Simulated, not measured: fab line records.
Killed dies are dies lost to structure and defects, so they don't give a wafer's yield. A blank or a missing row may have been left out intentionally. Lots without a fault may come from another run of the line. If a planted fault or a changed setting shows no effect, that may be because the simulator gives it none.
Chamber matching + flow nand harc + NHARC_A_STAIRCASE_DESCUM_443 on rie diel-10: 4 sister chambers
The step chemistry O2, time 3 s. 18 wafers are shown with their chamber, then 9 later ones without.

## EACH WAFER AND ITS CHAMBER
| wafer  | chamber | drypump motor current A (A) | showerhead plenum p Torr (Torr) | throttle valve pct (%) |
|--------|---------|-----------------------------|---------------------------------|------------------------|
| L074.1 | 3       | 5.9                         | 2.08                            | 11.314                 |
| L074.3 | 0       | 5.6                         | 1.90                            | 11.312                 |
| L074.6 | 0       | 5.7                         | 1.90                            | 11.316                 |
| L077.2 | 2       | 5.7                         | 1.89                            | 11.315                 |
| L077.3 | 1       | 5.2                         | 1.94                            | 11.304                 |
| L077.5 | 0       | 5.7                         | 1.89                            | 11.307                 |
| L079.3 | 3       | 5.9                         | 2.07                            | 11.323                 |
| L079.5 | 0       | 5.7                         | 1.89                            | 11.302                 |
| L079.6 | 1       | 5.2                         | 1.94                            | 11.313                 |
| L081.1 | 0       | 5.7                         | 1.89                            | 11.308                 |
| L081.2 | 2       | 5.7                         | 1.88                            | 11.299                 |
| L081.5 | 2       | 5.7                         | 1.88                            | 11.312                 |
| L083.1 | 1       | 5.2                         | 1.94                            | 11.316                 |
| L083.2 | 2       | 5.7                         | 1.88                            | 11.305                 |
| L083.4 | 0       | 5.6                         | 1.89                            | 11.306                 |
| L086.3 | 1       | 5.2                         | 1.94                            | 11.304                 |
| L086.5 | 1       | 5.2                         | 1.94                            | 11.300                 |
| L086.6 | 2       | 5.7                         | 1.87                            | 11.302                 |

SIGNATURES (averages over the wafers above)
| reading                  | chamber 0 | chamber 1 | chamber 2 | chamber 3 | scatter within a chamber |
|--------------------------|-----------|-----------|-----------|-----------|--------------------------|
| drypump motor current A  | 5.667     | 5.200     | 5.700     | 5.900     | 0.0309                   |
| showerhead plenum p Torr | 1.8933    | 1.9400    | 1.8800    | 2.0750    | 0.00523                  |
| throttle valve pct       | 11.30850  | 11.30740  | 11.30660  | 11.31850  | 0.00612                  |
Rule: a wafer's distance from a chamber is the root of the sum, over the readings, of the square of ((its reading less the chamber's mean) divided by the reading's scatter). The wafer belongs to the nearest chamber; if the next one is less than 2 further off, it can't be placed. The scatter: take each reading less its chamber's mean, square it, sum over the shown wafers, divide by the number of wafers less the number of chambers, and take the root.

## WAFERS WITHOUT THEIR CHAMBER
| wafer  | drypump motor current A (A) | showerhead plenum p Torr (Torr) | throttle valve pct (%) |
|--------|-----------------------------|---------------------------------|------------------------|
| L093.1 | 5.1                         | 1.93                            | 11.317                 |
| L093.2 | 5.8                         | 2.05                            | 11.304                 |
| L093.6 | 5.9                         | 2.05                            | 11.312                 |
| L095.1 | 5.9                         | 2.05                            | 11.319                 |
| L095.2 | 5.7                         | 1.87                            | 11.323                 |
| L095.5 | 5.6                         | 1.87                            | 11.315                 |
| L097.1 | 5.2                         | 1.92                            | 11.297                 |
| L097.3 | 5.7                         | 1.87                            | 11.307                 |
| L097.5 | 5.1                         | 1.92                            | 11.301                 |

## CHAMBER TAKEN BY EACH
| wafer  | from the rows above     | in truth                   |
|--------|-------------------------|----------------------------|
| L093.1 | 1                       | 1                          |
| L093.2 | 3                       | 3                          |
| L093.6 | 3                       | 3                          |
| L095.1 | 3                       | 3                          |
| L095.2 | can't be placed: 2 or 0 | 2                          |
| L095.5 | can't be placed: 2 or 0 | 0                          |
| L097.1 | 1                       | 1                          |
| L097.3 | 2                       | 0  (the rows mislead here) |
| L097.5 | 1                       | 1                          |
6 of 9 placed correctly. These rows do not allow placing 2 (true chamber among the candidates in 2). 1 placed wrongly.
